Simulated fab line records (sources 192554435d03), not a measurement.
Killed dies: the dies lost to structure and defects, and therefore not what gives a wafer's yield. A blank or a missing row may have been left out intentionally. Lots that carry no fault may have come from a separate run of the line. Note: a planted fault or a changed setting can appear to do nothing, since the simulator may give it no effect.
fab line records	flow n5Finfet
record lots=7	wafers=21
route steps=1938 shown BEOL_M13@1659 BEOL_M14@1770 BEOL_M15@1776 PASS1_DEP@1831 MIM_BOT@1833 MIM_BOT_LITHO@1858
startH: hours from the record's first day to the start of the lot's first wafer shown	waitH: hours since the lot's step before	" identical to the entry in the row above	L1.1+2: a row that stands for several wafers	- no value, or no start given	* or withheld: withheld	< > ~ a bound
route shown NAME@n: a module of which the file shows steps, and the number in the route of the first	usual: mean and standard deviation over wafers with no fault	same: alike in all rows	chamber/n: place in a boat	sites: per-site readings	_std_site: their standard deviation	_edge_site: inner sites' mean taken away from outer sites' mean	radiusMm: for every site, how far away it sits from the centre of the wafer	mask NAME#n: copy n	behind: the last tool/chamber to shape the wafer	hold: reason for holding the lot/hours on hold/outcome of the hold	device: whichever transistor did not switch (one of n, p or np)	end of line: the tests these same wafers got at the end of their route	a step given without rows: its recipe and nothing more	killed: the dies lost at the first sort to structure and to defects; this is not the yield of the wafer	map: dies across one wafer; x = killed, . = not, _ = none there
set.NAME: setting as actually run; set.NAME@STEP: the setting as run at that earlier step	model.NAME: the simulator's own value behind a step, which no gauge read
lots run with intentionally changed settings; tables by step, rows by wafer
## steps
# step N5_BEOL_M13_ILD_DEP_00
# recipe material=SiOC	targetThkA=8379.2	tempC=350	precursor=DEMS/O2	pressureTorr=5	rfW=500	timeS=166.4
lot.wafer	tool	chamber	startH	waitH	set.timeS	model.SiOC_of_BEOL_M13_ILD_DEP_00.thkNm
L074.2	pecvd-04	2	253.40	0.0	166.4	833.6
L074.4	"	2	"	"	166.4	841.2
L074.5	"	0	"	"	166.4	839.6
L075.3	pecvd-03	2	272.08	0.1	181.6	924.6
L075.4	"	0	"	"	166.4	832.6
L075.5	"	2	"	"	166.4	845.8
L080.2	pecvd-03	2	285.89	0.0	145.9	726
L080.3	"	0	"	"	166.4	824.8
L080.4	"	1	"	"	166.4	859.8
L084.1	pecvd-02	2	316.40	0.0	166.4	822.6
L084.3	"	1	"	"	166.4	820.2
L084.5	"	2	"	"	166.4	825.2
L086.2	pecvd-04	1	331.02	0.0	166.4	828.6
L086.4	"	1	"	"	173.4	884.2
L086.6	"	0	"	"	173.4	888.4
L091.1	pecvd-02	0	364.85	0.0	166.4	824
L091.4	"	0	"	"	157.5	792
L091.6	"	2	"	"	166.4	836.2
L097.3	pecvd-02	2	412.95	0.0	149.5	757.2
L097.4	"	0	"	"	149.5	783.2
L097.6	"	1	"	"	149.5	751.4
# step N5_BEOL_M13_THK_MEAS_01
# recipe reads=SiOC_of_BEOL_M13_ILD_DEP_00
# usual M13_ILD_THK=837/12
lot.wafer	tool	chamber	startH	waitH	set.timeS@BEOL_M13_ILD_DEP_00	M13_ILD_THK[nm]
L074.2	filmMetro-02	-	253.55	0.1	166.4	833
L074.4	"	-	"	"	166.4	841
L074.5	"	-	"	"	166.4	840
L075.3	filmMetro-02	-	272.24	0.1	181.6	924
L075.4	"	-	"	"	166.4	833
L075.5	"	-	"	"	166.4	846
L080.2	filmMetro-01	-	286.04	0.1	145.9	726
L080.3	"	-	"	"	166.4	824
L080.4	"	-	"	"	166.4	860
L084.1	filmMetro-02	-	316.55	0.1	166.4	823
L084.3	"	-	"	"	166.4	820
L084.5	"	-	"	"	166.4	825
L086.2	filmMetro-02	-	331.17	0.1	166.4	829
L086.4	"	-	"	"	173.4	885
L086.6	"	-	"	"	173.4	888
L091.1	filmMetro-01	-	365.00	0.1	166.4	824
L091.4	"	-	"	"	157.5	792
L091.6	"	-	"	"	166.4	837
L097.3	filmMetro-01	-	413.10	0.1	149.5	757
L097.4	"	-	"	"	149.5	783
L097.6	"	-	"	"	149.5	751
# step N5_BEOL_M13_COAT_58
# recipe resist=BARC	tempC=205	timeS=60	spinRpm=1500	resistThkNm=89
# step N5_BEOL_M13_COAT_04
# recipe spinRpm=1625	resistThkNm=400
# step N5_BEOL_M13_DESCUM_15
# recipe chemistry=O2	timeS=7.9	sourcePowerW=50	biasPowerW=20	pressureMtorr=20	rfFrequencyHz=2.712e+07	tempC=40	o2FlowSccm=225
# step N5_BEOL_M13_ETCH_59
# recipe chemistry=N2/H2	target=BARC	targetDepthA=890	overetchA=267	timeS=67.9	ionEnergyEv=200	pressureMtorr=30	sourceW=840	biasW=150	n2FlowSccm=200	h2FlowSccm=200
# step N5_BEOL_M13_VIA_ETCH_16
# recipe chemistry=C4F8/O2/Ar	target=SiOC	pressureMtorr=30	sourceW=3000	biasW=700	Ar_flow_sccm=400	C4F8_flow_sccm=15	O2_flow_sccm=8	heInnerTorr=15	heOuterTorr=30	targetDepthA=9217	timeS=withheld	ionEnergyEv=250	ends=cleared
lot.wafer	tool	chamber	startH	waitH	set.timeS@BEOL_M13_ILD_DEP_00	model.etch.depthNm	model.coat_of_BEOL_M13_COAT_04.thkNm
L074.2	rieDiel-04	0	254.25	0.0	*	833.7	71.2
L074.4	"	2	"	"	*	841.3	73
L074.5	"	0	"	"	*	839.6	68.6
L075.3	rieDiel-04	3	272.84	0.0	*	924.6	44.2
L075.4	"	2	"	"	*	832.7	75.4
L075.5	"	3	"	"	*	845.8	67.4
L080.2	rieDiel-01	3	287.08	0.0	*	725.9	99.8
L080.3	"	2	"	"	*	824.7	77.6
L080.4	"	1	"	"	*	859.7	69
L084.1	rieDiel-01	3	317.16	0.0	*	822.6	71.6
L084.3	"	0	"	"	*	820.2	75.6
L084.5	"	3	"	"	*	825.2	71.4
L086.2	rieDiel-04	3	332.00	0.0	*	828.6	70.6
L086.4	"	2	"	"	*	884.2	59.2
L086.6	"	1	"	"	*	888.4	57
L091.1	rieDiel-03	0	365.61	0.0	*	824	74.2
L091.4	"	2	"	"	*	791.9	84
L091.6	"	2	"	"	*	836.2	70.4
L097.3	rieDiel-03	3	414.00	0.0	*	757.3	94.2
L097.4	"	3	"	"	*	783.2	86.6
L097.6	"	2	"	"	*	751.3	94.2
# step N5_BEOL_M13_STRIP_63
# recipe chemistry=N2/H2	powerW=1000	tempC=250	h2Frac=0.65	overashFraction=0.3	pressureMtorr=1000	n2FlowSccm=1750	h2FlowSccm=3250
# usual stripTimeToEndpointS=27.9/1.3
lot.wafer	tool	chamber	startH	waitH	set.timeS@BEOL_M13_ILD_DEP_00	stripTimeToEndpointS
L074.2	plasmaAsher-02	0	254.48	-	166.4	28.0
L074.4	"	0	"	"	166.4	28.5
L074.5	"	1	"	"	166.4	27.2
L075.3	plasmaAsher-02	1	273.09	-	181.6	19.7
L075.4	"	0	"	"	166.4	29.3
L075.5	"	0	"	"	166.4	26.9
L080.2	plasmaAsher-01	0	287.68	-	145.9	36.2
L080.3	"	0	"	"	166.4	29.9
L080.4	"	1	"	"	166.4	27.4
L084.1	plasmaAsher-01	0	317.39	-	166.4	28.1
L084.3	"	0	"	"	166.4	29.3
L084.5	"	1	"	"	166.4	28.0
L086.2	plasmaAsher-02	0	332.26	-	166.4	27.8
L086.4	"	1	"	"	173.4	24.5
L086.6	"	1	"	"	173.4	23.8
L091.1	plasmaAsher-01	0	365.84	-	166.4	28.9
L091.4	"	1	"	"	157.5	31.7
L091.6	"	1	"	"	166.4	27.8
L097.3	plasmaAsher-01	1	414.26	-	149.5	34.6
L097.4	"	0	"	"	149.5	32.4
L097.6	"	1	"	"	149.5	34.6
# step N5_BEOL_M13_SPUTTER_43
# recipe material=TaN	targetThkA=150	tempC=50	biasV=168.6	powerW=15000	chamberPressurePa=0.12	timeS=24.19
lot.wafer	tool	chamber	startH	waitH	set.timeS	model.TaN_of_BEOL_M13_SPUTTER_43.thkNm
L074.2	pvdSputter-01	-	260.02	0.0	26.22	16.2
L074.4	"	-	"	"	24.19	14.6
L074.5	"	-	"	"	26.22	16
L075.3	pvdSputter-01	-	275.48	0.0	24.19	14.6
L075.4	"	-	"	"	24.19	15
L075.5	"	-	"	"	20.88	13
L080.2	pvdSputter-01	-	293.29	0.0	23.17	14.8
L080.3	"	-	"	"	23.17	14.6
L080.4	"	-	"	"	23.17	14.4
L084.1+5	pvdSputter-02	-	319.92	0.0	24.19	14.8
L084.3	"	-	"	"	24.19	14.6
L086.2+6	pvdSputter-01	-	334.28	0.0	24.19	15.2
L086.4	"	-	"	"	24.19	15
L091.1+6	pvdSputter-03	-	370.05	0.0	24.19	15.2
L091.4	"	-	"	"	21.78	13.6
L097.3	pvdSputter-03	-	419.18	0.0	25.31	15.4
L097.4	"	-	"	"	25.31	15.8
L097.6	"	-	"	"	24.19	15.2
# step N5_BEOL_M13_SPUTTER_44
# recipe material=Ta	targetThkA=100	tempC=50	biasV=80	powerW=15000	chamberPressurePa=0.07	timeS=16.13
lot.wafer	tool	chamber	startH	waitH	set.powerW	model.Ta_of_BEOL_M13_SPUTTER_44.thkNm
L074.2+4+5	pvdSputter-01	-	260.11	0.0	15000	9.8
L075.3	pvdSputter-01	-	275.57	0.0	13340	8.6
L075.4	"	-	"	"	15000	9.8
L075.5	"	-	"	"	15000	10.2
L080.2	pvdSputter-01	-	293.38	0.0	15000	10.4
L080.3	"	-	"	"	13990	9.2
L080.4	"	-	"	"	15000	10.2
L084.1+3	pvdSputter-02	-	320.00	0.0	15000	10.2
L084.5	"	-	"	"	15000	10
L086.2+6	pvdSputter-01	-	334.36	0.0	15000	10.2
L086.4	"	-	"	"	15000	10
L091.1	pvdSputter-03	-	370.13	0.0	15000	9.8
L091.4+6	"	-	"	"	14320	9.4
L097.3	pvdSputter-03	-	419.26	0.0	14300	9.6
L097.4	"	-	"	"	15000	10
L097.6	"	-	"	"	14300	9.4
# step N5_BEOL_M14_DEP_53
# recipe material=SiCN	targetThkA=500	tempC=withheld	precursor=3MS/NH3	pressureTorr=3	rfW=675	timeS=17.8
lot.wafer	tool	chamber	startH	waitH	set.timeS	model.SiCN_of_BEOL_M14_DEP_53.thkNm
L074.2	pecvd-03	1	266.21	0.0	17.8	50.4
L074.4	"	0	"	"	19.39	55
L074.5	"	2	"	"	19.39	55.2
L075.3	pecvd-01	1	284.40	0.0	16.77	46.4
L075.4	"	1	"	"	16.77	47.4
L075.5	"	2	"	"	16.77	47.2
L080.2	pecvd-03	2	303.92	0.0	17.8	49.6
L080.3	"	1	"	"	17.8	49.8
L080.4	"	0	"	"	17.8	50.4
L084.1	pecvd-01	1	331.13	0.0	17.8	49.4
L084.3	"	2	"	"	17.8	48.8
L084.5	"	1	"	"	17.8	50.2
L086.2	pecvd-03	1	341.27	0.0	16.54	47.4
L086.4	"	2	"	"	17.8	51.2
L086.6	"	1	"	"	16.54	48.2
L091.1	pecvd-01	0	377.45	0.0	17.11	48.8
L091.4	"	2	"	"	17.11	48
L091.6	"	1	"	"	17.11	48.6
L097.3	pecvd-01	0	426.39	0.0	19.19	54
L097.4	"	0	"	"	19.19	55
L097.6	"	1	"	"	17.8	50.8
# step N5_BEOL_M15_COAT_04
# recipe spinRpm=1704	resistThkNm=800
lot.wafer	tool	chamber	startH	waitH	set.spinRpm	model.coat_of_BEOL_M15_COAT_04.thkNm
L074.2	lithoTrack-05	0	-	-	1704	797.4
L074.4	"	0	"	"	1704	798.6
L074.5	"	0	"	"	1811	772.8
L075.3	lithoTrack-04	0	-	-	1652	818
L075.4	"	0	"	"	1704	803.4
L075.5	"	0	"	"	1652	816.6
L080.2	lithoTrack-05	0	-	-	1520	846.4
L080.3	"	0	"	"	1520	848.6
L080.4	"	0	"	"	1704	802.8
L084.1	lithoTrack-01	0	-	-	1704	799.6
L084.3	"	0	"	"	1704	797.8
L084.5	"	0	"	"	1704	799.8
L086.2	lithoTrack-01	0	-	-	1704	801.8
L086.4	"	0	"	"	1883	762.6
L086.6	"	0	"	"	1883	761
L091.1	lithoTrack-05	0	-	-	1704	801.8
L091.4	"	0	"	"	1704	800.2
L091.6	"	0	"	"	1566	835.2
L097.3	lithoTrack-01	0	-	-	1769	786.4
L097.4	"	0	"	"	1769	786
L097.6	"	0	"	"	1704	800.8
# step N5_BEOL_M15_EBR_06
# recipe solvent=PGMEA	ebrWidthMm=1.5
# step N5_BEOL_M15_SOFTBAKE_05
# recipe tempC=130	timeS=60
# step N5_BEOL_M15_DESCUM_15
# recipe chemistry=O2	timeS=7.9	sourcePowerW=50	biasPowerW=20	pressureMtorr=20	rfFrequencyHz=2.712e+07	tempC=40	o2FlowSccm=225
# step N5_BEOL_M15_ETCH_59
# recipe chemistry=N2/H2	target=BARC	targetDepthA=890	overetchA=267	timeS=67.9	ionEnergyEv=200	pressureMtorr=30	sourceW=840	biasW=150	n2FlowSccm=200	h2FlowSccm=200
lot.wafer	tool	chamber	startH	waitH	set.spinRpm@BEOL_M15_COAT_04	model.coat_of_BEOL_M15_COAT_04.thkNm
L074.2	rieDiel-04	0	267.20	0.0	1704	714.6
L074.4	"	3	"	"	1704	715.4
L074.5	"	3	"	"	1811	689.6
L075.3	rieDiel-04	1	285.22	0.0	1652	736.2
L075.4	"	2	"	"	1704	723.8
L075.5	"	1	"	"	1652	734.6
L080.2	rieDiel-01	3	304.73	0.0	1520	759
L080.3	"	1	"	"	1520	770.2
L080.4	"	2	"	"	1704	723
L084.1	rieDiel-01	2	331.96	0.0	1704	719.2
L084.3	"	0	"	"	1704	714
L084.5	"	3	"	"	1704	712.6
L086.2	rieDiel-01	1	342.23	0.0	1704	723.2
L086.4	"	3	"	"	1883	676.4
L086.6	"	3	"	"	1883	674.8
L091.1	rieDiel-04	2	378.38	0.0	1704	720.2
L091.4	"	0	"	"	1704	717.8
L091.6	"	1	"	"	1566	753
L097.3	rieDiel-04	2	427.48	0.0	1769	705
L097.4	"	1	"	"	1769	704
L097.6	"	3	"	"	1704	716.8
# step N5_BEOL_M15_VIA_ETCH_16
# recipe chemistry=C4F8/O2/Ar	target=SiO2	heInnerTorr=15	heOuterTorr=30	targetDepthA=17922	timeS=withheld	ionEnergyEv=800	pressureMtorr=20	sourceW=1905	biasW=2040	Ar_flow_sccm=400	C4F8_flow_sccm=16	O2_flow_sccm=12	ends=cleared
lot.wafer	tool	chamber	startH	waitH	set.spinRpm@BEOL_M15_COAT_04	model.coat_of_BEOL_M15_COAT_04.thkNm
L074.2	rieDiel-04	0	267.25	0.0	1704	345.4
L074.4	"	3	"	"	1704	331.6
L074.5	"	3	"	"	1811	312.4
L075.3	rieDiel-04	1	285.27	0.0	1652	365.2
L075.4	"	2	"	"	1704	344.8
L075.5	"	1	"	"	1652	349
L080.2	rieDiel-01	3	304.78	0.0	1520	368.6
L080.3	"	1	"	"	1520	387
L080.4	"	2	"	"	1704	326.2
L084.1	rieDiel-01	2	332.01	0.0	1704	340.2
L084.3	"	0	"	"	1704	331.6
L084.5	"	3	"	"	1704	323
L086.2	rieDiel-01	1	342.28	0.0	1704	350.6
L086.4	"	3	"	"	1883	274.2
L086.6	"	3	"	"	1883	273.6
L091.1	rieDiel-04	2	378.43	0.0	1704	338.6
L091.4	"	0	"	"	1704	335.2
L091.6	"	1	"	"	1566	371.2
L097.3	rieDiel-04	2	427.54	0.0	1769	325.6
L097.4	"	1	"	"	1769	319.8
L097.6	"	3	"	"	1704	346.4
# step N5_PASSIVATION_PECVD_00
# recipe material=SiO2	targetThkA=2000	tempC=400	precursor=SiH4/N2O	pressureTorr=2.7	rfW=608	timeS=11.2
lot.wafer	tool	chamber	startH	waitH	set.timeS	model.SiO2_of_PASSIVATION_PECVD_00.thkNm
L074.2	pecvd-01	0	272.49	0.7	11.2	202.4
L074.4	"	2	"	"	11.2	205.6
L074.5	"	1	"	"	10.15	183
L075.3	pecvd-01	1	292.51	0.5	10.08	174.2
L075.4	"	0	"	"	11.2	202.2
L075.5	"	2	"	"	10.08	186.4
L080.2	pecvd-01	1	313.24	0.7	9.742	167.8
L080.3	"	2	"	"	11.2	204
L080.4	"	1	"	"	9.742	168.4
L084.1	pecvd-02	0	337.07	0.8	11.2	195.2
L084.3	"	1	"	"	11.2	195.8
L084.5	"	1	"	"	11.2	200.4
L086.2	pecvd-01	2	349.61	0.7	9.874	174.2
L086.4	"	0	"	"	9.874	176.2
L086.6	"	1	"	"	11.2	196.2
L091.1	pecvd-03	1	385.89	0.8	11.2	200.6
L091.4	"	1	"	"	9.998	180.8
L091.6	"	0	"	"	11.2	200
L097.3	pecvd-01	2	432.95	0.5	11.2	200.4
L097.4	"	2	"	"	9.549	175.4
L097.6	"	1	"	"	9.549	165.6
# step N5_MIM_BOT_SPUTTER_00
# recipe material=TiN	targetThkA=350	tempC=200	powerW=3000	chamberPressurePa=0.49996	gas=Ar	reactivePartialPa=0.37997	timeS=89.7
lot.wafer	tool	chamber	startH	waitH	set.powerW	model.TiN_of_MIM_BOT_SPUTTER_00.thkNm
L074.2	pvdSputter-03	-	274.74	0.0	3000	34.8
L074.4	"	-	"	"	3314	39
L074.5	"	-	"	"	3000	35.2
L075.3	pvdSputter-02	-	293.05	0.0	3241	37.6
L075.4	"	-	"	"	3000	34
L075.5	"	-	"	"	3000	35
L080.2	pvdSputter-01	-	314.27	0.0	2616	31.2
L080.3	"	-	"	"	3000	34.8
L080.4	"	-	"	"	3000	35.4
L084.1	pvdSputter-01	-	339.10	0.0	3000	35.2
L084.3	"	-	"	"	3000	35.4
L084.5	"	-	"	"	3000	34.8
L086.2	pvdSputter-02	-	350.42	0.0	3000	34.4
L086.4	"	-	"	"	3000	35.4
L086.6	"	-	"	"	3000	35
L091.1	pvdSputter-02	-	388.61	0.0	3272	39
L091.4+6	"	-	"	"	3000	35.6
L097.3	pvdSputter-02	-	434.10	0.0	3000	36
L097.4	"	-	"	"	3271	37.8
L097.6	"	-	"	"	3271	38.4
# step N5_MIM_BOT_LITHO_EXPOSE_05
# recipe maskId=MIM_BOT	na=0.55	sourceShape=conventional	sigmaOuter=0.8	polarization=unpolarized	doseMj=24.25
lot.wafer	tool	chamber	startH	waitH	mask	set.doseMj
L074.2+5	krfScanner-02	0	276.98	-	MIM_BOT#0	24.99
L074.4	"	0	"	"	MIM_BOT#0	24.25
L075.3+4+5	krfScanner-01	0	294.79	-	MIM_BOT#0	24.76
L080.2	krfScanner-01	0	315.96	-	MIM_BOT#0	25.91
L080.3+4	"	0	"	"	MIM_BOT#0	24.25
L084.1+3+5	krfScanner-01	0	341.19	-	MIM_BOT#0	24.25
L086.2+4+6	krfScanner-01	0	353.27	-	MIM_BOT#0	24.25
L091.1+4	krfScanner-01	0	391.07	-	MIM_BOT#0	24.25
L091.6	"	0	"	"	MIM_BOT#0	25.52
L097.3+6	krfScanner-02	0	438.60	-	MIM_BOT#0	24.25
L097.4	"	0	"	"	MIM_BOT#0	23.01
# step N5_MIM_BOT_LITHO_DEVELOP_07
# recipe developTimeS=60	rinseLiquid=diw	dry=airSpin	devTempC=21
lot.wafer	tool	chamber	startH	waitH	set.developTimeS
L074.2+4+5	lithoTrack-01	0	-	-	60
L075.3+5	lithoTrack-02	0	-	-	60
L075.4	"	0	"	"	52.25
L080.2+3+4	lithoTrack-01	0	-	-	60
L084.1+3+5	lithoTrack-05	0	-	-	60
L086.2	lithoTrack-01	0	-	-	60
L086.4+6	"	0	"	"	63.59
L091.1	lithoTrack-05	0	-	-	46.53
L091.4+6	"	0	"	"	60
L097.3+4+6	lithoTrack-01	0	-	-	60
# step N5_MIM_BOT_LITHO_HARDBAKE_09
# recipe tempC=130	timeS=120
# step N5_MIM_BOT_LITHO_CD_MEAS_08
# recipe targetCdNm=3000	landingEnergyEv=500	detector=seInlens	polarity=opening
# usual cdNm=3000.6/3
lot.wafer	tool	chamber	startH	waitH	set.doseMj@MIM_BOT_LITHO_EXPOSE_05	cdNm
L074.2	cdSem-01	0	277.15	-	24.99	3009.6
L074.4	"	0	"	"	24.25	2998.3
L074.5	"	0	"	"	24.99	3005.9
L075.3	cdSem-02	0	294.95	-	24.76	3001.2
L075.4	"	0	"	"	24.76	3002.3
L075.5	"	0	"	"	24.76	3003.4
L080.2	cdSem-02	0	316.13	-	25.91	3016.6
L080.3	"	0	"	"	24.25	3002.2
L080.4	"	0	"	"	24.25	2999.5
L084.1	cdSem-02	0	341.37	-	24.25	2998.6
L084.3	"	0	"	"	24.25	3001.6
L084.5	"	0	"	"	24.25	2998.4
L086.2	cdSem-01	0	353.44	-	24.25	2998.2
L086.4	"	0	"	"	24.25	2999.5
L086.6	"	0	"	"	24.25	3005.9
L091.1	cdSem-02	0	391.24	-	24.25	2992.5
L091.4	"	0	"	"	24.25	2997.8
L091.6	"	0	"	"	25.52	3005.8
L097.3	cdSem-02	0	438.77	-	24.25	3006.8
L097.4	"	0	"	"	23.01	2994.7
L097.6	"	0	"	"	24.25	3006.5
## key
split step=N5_BEOL_M13_ILD_DEP_00	setting=timeS	stated=166.4	by=wafer
response step=N5_BEOL_M13_ILD_DEP_00	reading=model.SiOC_of_BEOL_M13_ILD_DEP_00.thkNm	change=+9.45	per=1%	r=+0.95
response step=N5_BEOL_M13_THK_MEAS_01	reading=M13_ILD_THK	change=+9.41	per=1%	r=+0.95
response step=N5_BEOL_M13_VIA_ETCH_16	reading=model.etch.depthNm	change=+9.45	per=1%	r=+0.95
response step=N5_BEOL_M13_VIA_ETCH_16	reading=model.coat_of_BEOL_M13_COAT_04.thkNm	change=-2.45	per=1%	r=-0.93
response step=N5_BEOL_M13_STRIP_63	reading=stripTimeToEndpointS	change=*	per=1%	r=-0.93
split step=N5_BEOL_M13_SPUTTER_43	setting=timeS	stated=24.19	by=wafer
response step=N5_BEOL_M13_SPUTTER_43	reading=model.TaN_of_BEOL_M13_SPUTTER_43.thkNm	change=+0.145	per=1%	r=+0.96
split step=N5_BEOL_M13_SPUTTER_44	setting=powerW	stated=15000	by=wafer
response step=N5_BEOL_M13_SPUTTER_44	reading=model.Ta_of_BEOL_M13_SPUTTER_44.thkNm	change=+0.129	per=1%	r=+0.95
split step=N5_BEOL_M14_DEP_53	setting=timeS	stated=17.8	by=wafer
response step=N5_BEOL_M14_DEP_53	reading=model.SiCN_of_BEOL_M14_DEP_53.thkNm	change=+0.497	per=1%	r=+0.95
split step=N5_BEOL_M15_COAT_04	setting=spinRpm	stated=1704	by=wafer
response step=N5_BEOL_M15_COAT_04	reading=model.coat_of_BEOL_M15_COAT_04.thkNm	change=-4.04	per=1%	r=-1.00
response step=N5_BEOL_M15_ETCH_59	reading=model.coat_of_BEOL_M15_COAT_04.thkNm	change=-4.12	per=1%	r=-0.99
response step=N5_BEOL_M15_VIA_ETCH_16	reading=model.coat_of_BEOL_M15_COAT_04.thkNm	change=-5.43	per=1%	r=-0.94
split step=N5_PASSIVATION_PECVD_00	setting=timeS	stated=11.2	by=wafer
response step=N5_PASSIVATION_PECVD_00	reading=model.SiO2_of_PASSIVATION_PECVD_00.thkNm	change=+2.15	per=1%	r=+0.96
split step=N5_MIM_BOT_SPUTTER_00	setting=powerW	stated=3000	by=wafer
response step=N5_MIM_BOT_SPUTTER_00	reading=model.TiN_of_MIM_BOT_SPUTTER_00.thkNm	change=+0.332	per=1%	r=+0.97
split step=N5_MIM_BOT_LITHO_EXPOSE_05	setting=doseMj	stated=24.25	by=wafer
response step=N5_MIM_BOT_LITHO_CD_MEAS_08	reading=cdNm	change=+2.31	per=1%	r=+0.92
split step=N5_MIM_BOT_LITHO_DEVELOP_07	setting=developTimeS	stated=60	by=wafer
response none clear
